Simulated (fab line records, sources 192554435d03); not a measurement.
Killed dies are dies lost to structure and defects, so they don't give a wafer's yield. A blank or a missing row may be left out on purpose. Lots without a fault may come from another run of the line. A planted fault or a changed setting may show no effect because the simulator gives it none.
Split-lot experiment | flow n5_finfet | 7 lots, 39 wafers read, on a route of 1938 steps

THE SPLIT
At N5_DUMMY_GATE_EXPOSE_12 (exposes mask GATE, target cd 25 nm), the setting dose_mj was moved away from the recipe's 34 on 12 of the 39 wafers read, by -2.6% to +5.7%. The other wafers ran this setting at the recipe's value.

FROM THE SPLIT TO THE READING: what the file shows between them, 2 steps
- N5_DUMMY_GATE_PEB_13: peb time 60 s
- N5_DUMMY_GATE_DEVELOP_14: develop time 30 s

THE READING
cd_nm, in nm, at N5_DUMMY_GATE_CD_MEAS_15 (target cd 25.8 nm). Fault-free wafers of this fab line usually give 25.05 nm, standard deviation 0.23 nm.

wafer  | tool, chamber at the split | dose_mj as run | against the recipe | cd_nm, nm | against lot-mates on the recipe
L075.3 | euv_scanner-01, 0          | 34             | recipe             | 25.23     | -
L075.4 | euv_scanner-01, 0          | 34             | recipe             | 25.01     | -
L075.5 | euv_scanner-01, 0          | 34             | recipe             | 25.02     | -
L076.1 | euv_scanner-01, 0          | 34             | recipe             | 25.29     | -
L076.2 | euv_scanner-01, 0          | 34             | recipe             | 24.71     | -
L076.3 | euv_scanner-01, 0          | 35.91          | +5.6%              | 24.01     | -1.06
L076.4 | euv_scanner-01, 0          | 34             | recipe             | 25.20     | -
L076.5 | euv_scanner-01, 0          | 35.91          | +5.6%              | 24.29     | -0.78
L076.6 | euv_scanner-01, 0          | 35.91          | +5.6%              | 24.03     | -1.04
L082.1 | euv_scanner-01, 0          | 34             | recipe             | 24.89     | -
L082.2 | euv_scanner-01, 0          | 34             | recipe             | 25.20     | -
L082.3 | euv_scanner-01, 0          | 34             | recipe             | 24.74     | -
L082.4 | euv_scanner-01, 0          | 34             | recipe             | 25.01     | -
L082.5 | euv_scanner-01, 0          | 34             | recipe             | 24.90     | -
L082.6 | euv_scanner-01, 0          | 34             | recipe             | 25.07     | -
L083.1 | euv_scanner-01, 0          | 34             | recipe             | 25.15     | -
L083.2 | euv_scanner-01, 0          | 34             | recipe             | 24.71     | -
L083.3 | euv_scanner-01, 0          | 34             | recipe             | 25.02     | -
L083.4 | euv_scanner-01, 0          | 34             | recipe             | 24.94     | -
L083.5 | euv_scanner-01, 0          | 34             | recipe             | 24.88     | -
L083.6 | euv_scanner-01, 0          | 34             | recipe             | 24.89     | -
L084.1 | euv_scanner-02, 0          | 34             | recipe             | 25.31     | -
L084.2 | euv_scanner-02, 0          | 35.95          | +5.7%              | 24.05     | -1.22
L084.3 | euv_scanner-02, 0          | 35.95          | +5.7%              | 24.16     | -1.11
L084.4 | euv_scanner-02, 0          | 34             | recipe             | 25.13     | -
L084.5 | euv_scanner-02, 0          | 35.95          | +5.7%              | 24.51     | -0.76
L084.6 | euv_scanner-02, 0          | 34             | recipe             | 25.38     | -
L090.1 | euv_scanner-02, 0          | 34.9           | +2.6%              | 24.42     | -0.45
L090.2 | euv_scanner-02, 0          | 34.9           | +2.6%              | 24.72     | -0.15
L090.3 | euv_scanner-02, 0          | 34.9           | +2.6%              | 24.50     | -0.37
L090.4 | euv_scanner-02, 0          | 34             | recipe             | 24.70     | -
L090.5 | euv_scanner-02, 0          | 34             | recipe             | 24.98     | -
L090.6 | euv_scanner-02, 0          | 34             | recipe             | 24.94     | -
L094.1 | euv_scanner-02, 0          | 34             | recipe             | 24.97     | -
L094.2 | euv_scanner-02, 0          | 33.1           | -2.6%              | 25.71     | +0.66
L094.3 | euv_scanner-02, 0          | 34             | recipe             | 24.95     | -
L094.4 | euv_scanner-02, 0          | 33.1           | -2.6%              | 25.37     | +0.32
L094.5 | euv_scanner-02, 0          | 33.1           | -2.6%              | 25.70     | +0.65
L094.6 | euv_scanner-02, 0          | 34             | recipe             | 25.23     | -

THE FIT
A straight line over all 39 wafers: cd_nm changes by -0.16 nm for each +1% of dose_mj; r = -0.89; the points scatter about the line by 0.19 nm.
The same after taking each lot's own level away (the mean of its wafers on the recipe; 39 wafers): -0.176 nm for each +1%; r = -0.93; scatter 0.16 nm.
On that fit, the largest move of dose_mj shifts the reading by 1 nm.
The lots' own levels span 24.873 to 25.273 nm, that is 1.7 times the standard deviation above.
So the lot-to-lot level changes the slope little: the two slopes agree.
Check: with one of the wafers moved furthest among these (+5.7%) left out of the fit, the line predicts -0.953 nm for it against its lot-mates. It came out at -1.22 nm against them.

OTHER SPLITS ON THESE WAFERS
These wafers also went through other splits before the reading. Each is held against what the fit with the lots' levels taken away leaves over:
other split on the same wafers | wafers away from the commonest value | r with cd_nm (lot level and that fit taken away)
N5_FIN_SAQP_ALD_61 temp_c      | 9                                    | +0.01

THE FILE'S OWN FIT
cd_nm changes by -0.173 nm for each +1% of dose_mj, r = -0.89.
